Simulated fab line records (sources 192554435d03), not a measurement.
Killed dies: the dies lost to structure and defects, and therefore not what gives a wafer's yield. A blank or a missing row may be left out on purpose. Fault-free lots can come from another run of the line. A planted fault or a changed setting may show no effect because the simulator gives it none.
Chamber matching + flow n5 finfet + N5_BEOL_M9_DESCUM_33 on rie diel-04 has 4 sister chambers
The step chemistry O2, time 7 s. 8 wafers are shown with their chamber, then 12 later ones without.

== WAFERS PAIRED WITH THEIR CHAMBERS ==
| wafer  | chamber | showerhead plenum p Torr (Torr) | throttle valve pct (%) |
|--------|---------|---------------------------------|------------------------|
| L089.3 | 2       | 1.98                            | 20.24                  |
| L091.4 | 0       | 2.04                            | 20.33                  |
| L091.5 | 2       | 1.98                            | 20.22                  |
| L094.3 | 1       | 2.03                            | 20.64                  |
| L094.6 | 3       | 2.07                            | 20.57                  |
| L092.1 | 1       | 2.03                            | 20.65                  |
| L092.3 | 3       | 2.06                            | 20.60                  |
| L092.6 | 0       | 2.04                            | 20.33                  |

== WAFERS WHOSE CHAMBER IS MISSING ==
| wafer  | showerhead plenum p Torr (Torr) | throttle valve pct (%) |
|--------|---------------------------------|------------------------|
| L096.1 | 1.97                            | 20.25                  |
| L096.2 | 2.03                            | 20.34                  |
| L096.4 | 2.06                            | 20.58                  |
| L095.1 | 2.03                            | 20.34                  |
| L095.2 | 2.02                            | 20.66                  |
| L095.3 | 1.97                            | 20.24                  |
| L095.4 | 2.06                            | 20.57                  |
| L095.5 | 2.03                            | 20.35                  |
| L095.6 | 2.02                            | 20.66                  |
| L097.3 | 2.02                            | 20.67                  |
| L097.5 | 2.02                            | 20.68                  |
| L097.6 | 2.06                            | 20.60                  |

== EACH ONE'S CHAMBER ==
| wafer  | from the rows above | in truth |
|--------|---------------------|----------|
| L096.1 | 2                   | 2        |
| L096.2 | 0                   | 0        |
| L096.4 | 3                   | 3        |
| L095.1 | 0                   | 0        |
| L095.2 | 1                   | 1        |
| L095.3 | 2                   | 2        |
| L095.4 | 3                   | 3        |
| L095.5 | 0                   | 0        |
| L095.6 | 1                   | 1        |
| L097.3 | 1                   | 1        |
| L097.5 | 1                   | 1        |
| L097.6 | 3                   | 3        |
Correct placement for 12 of the 12. Left unplaced by these rows: 0. Number placed wrongly: 0.
How it was worked out, from the rows above alone: a wafer's distance from a chamber is the root of the sum, over the readings, of the square of ((its reading less the chamber's mean) divided by the reading's scatter). The wafer belongs to the nearest chamber; if the next one is less than 2 further off, it can't be placed. For every chamber, the mean is computed from those of its wafers that are shown. The scatter is the square root of a quotient: the sum, over the shown wafers, of each reading's squared deviation from its chamber's mean, divided by wafers minus chambers.
